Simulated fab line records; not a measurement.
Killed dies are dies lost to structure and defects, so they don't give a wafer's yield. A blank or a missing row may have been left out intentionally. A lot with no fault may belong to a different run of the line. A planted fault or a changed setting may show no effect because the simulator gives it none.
3 desks, one fault | flow n5 finfet | each desk holds nothing but its own numbers, with what lay behind them at the end

## THE DEFECT DESK
Lot by lot, what the route's inspections counted, given as the mean of those sampled wafers with a number. Any lot whose mean is over 4 standard deviations away from the usual mean is out of limits and marked OUT; that distance is given in the brackets.
Columns: A = raw defect count at N5_START_INSPECT_01, usual 6.0
lot  | first seen here | A
L669 | day 1 18:02     | 5.0
L673 | day 2 18:02     | 3.3
L677 | day 3 18:02     | 7.3
L685 | day 5 18:02     | 6.0
L688 | day 6 12:02     | 5.0
L691 | day 7 06:02     | 6.0
Finding of this desk: none of the 6 lots has anything out of limits.

## THE TOOL OWNER'S DESK: pecvd-01
The tool's own readings at N5_ZERO_LAYER_PECVD_02 (deposits SiO2 from SiH4/N2O, target thk 10 nm, time 6 s): means of the sampled wafers that have a number, for each lot that ran on this tool. Any lot whose mean is over 4 standard deviations away from the usual mean is out of limits and marked OUT; that distance is given in the brackets.
Columns: A = heater power w at N5_ZERO_LAYER_PECVD_02, usual 736 W; B = rf fwd power W at N5_ZERO_LAYER_PECVD_02, usual 271.9 W; C = showerhead plenum p Torr at N5_ZERO_LAYER_PECVD_02, usual 8.02 Torr
lot  | first seen here | A   | B     | C
L673 | day 2 18:17     | 684 | 273.0 | 7.83
L685 | day 5 18:19     | 712 | 272.9 | 7.95
L688 | day 6 12:17     | 587 | 272.4 | 7.83
Finding of this desk: none of the 3 lots has anything out of limits.

## FROM THE METROLOGY DESK
What the gauges read for every lot (on any tool): the sampled wafers with a number, averaged. Any lot whose mean is over 4 standard deviations away from the usual mean is out of limits and marked OUT; that distance is given in the brackets. Shown here are 7 of its 10 readings, the ones lying furthest out on some lot.
Columns: A = DIBL_N at N5_BEOL_M4_RC_MEAS_101, usual 36.1 mV/V; B = IOFF_N at N5_BEOL_M4_RC_MEAS_101, usual 0.154 nA/um; C = IOFF_P at N5_BEOL_M4_RC_MEAS_101, usual 0.201 nA/um; D = ION_N at N5_BEOL_M4_RC_MEAS_101, usual 675 uA/um; E = SS_P at N5_BEOL_M4_RC_MEAS_101, usual 73.3 mV/dec; F = VT_N at N5_BEOL_M4_RC_MEAS_101, usual 250.0 mV; G = VT_P at N5_BEOL_M4_RC_MEAS_101, usual -251.3 mV
lot  | first seen here | A    | B     | C     | D   | E    | F     | G
L669 | day 8 01:46     | 35.0 | 0.147 | 0.189 | 676 | 73.4 | 250.8 | -254.2
L673 | day 9 01:26     | 35.4 | 0.140 | 0.206 | 663 | 72.8 | 250.8 | -250.2
L677 | day 10 15:51    | 35.5 | 0.153 | 0.193 | 672 | 73.5 | 249.6 | -251.8
L685 | day 13 00:26    | 36.6 | 0.165 | 0.223 | 678 | 73.7 | 249.8 | -248.6
L688 | day 13 05:23    | 38.1 | 0.189 | 0.220 | 681 | 74.8 | 247.2 | -252.0
L691 | day 14 10:28    | 35.8 | 0.144 | 0.168 | 674 | 73.4 | 250.4 | -255.6
Finding of this desk: none of the 6 lots has anything out of limits.

## TAKEN TOGETHER
Nothing the defect desk looked at was out of limits.
Nothing out of limits was seen by the tool owner's desk.
The metrology desk saw nothing out of limits.

## WHAT THE SIMULATOR HAD PUT IN
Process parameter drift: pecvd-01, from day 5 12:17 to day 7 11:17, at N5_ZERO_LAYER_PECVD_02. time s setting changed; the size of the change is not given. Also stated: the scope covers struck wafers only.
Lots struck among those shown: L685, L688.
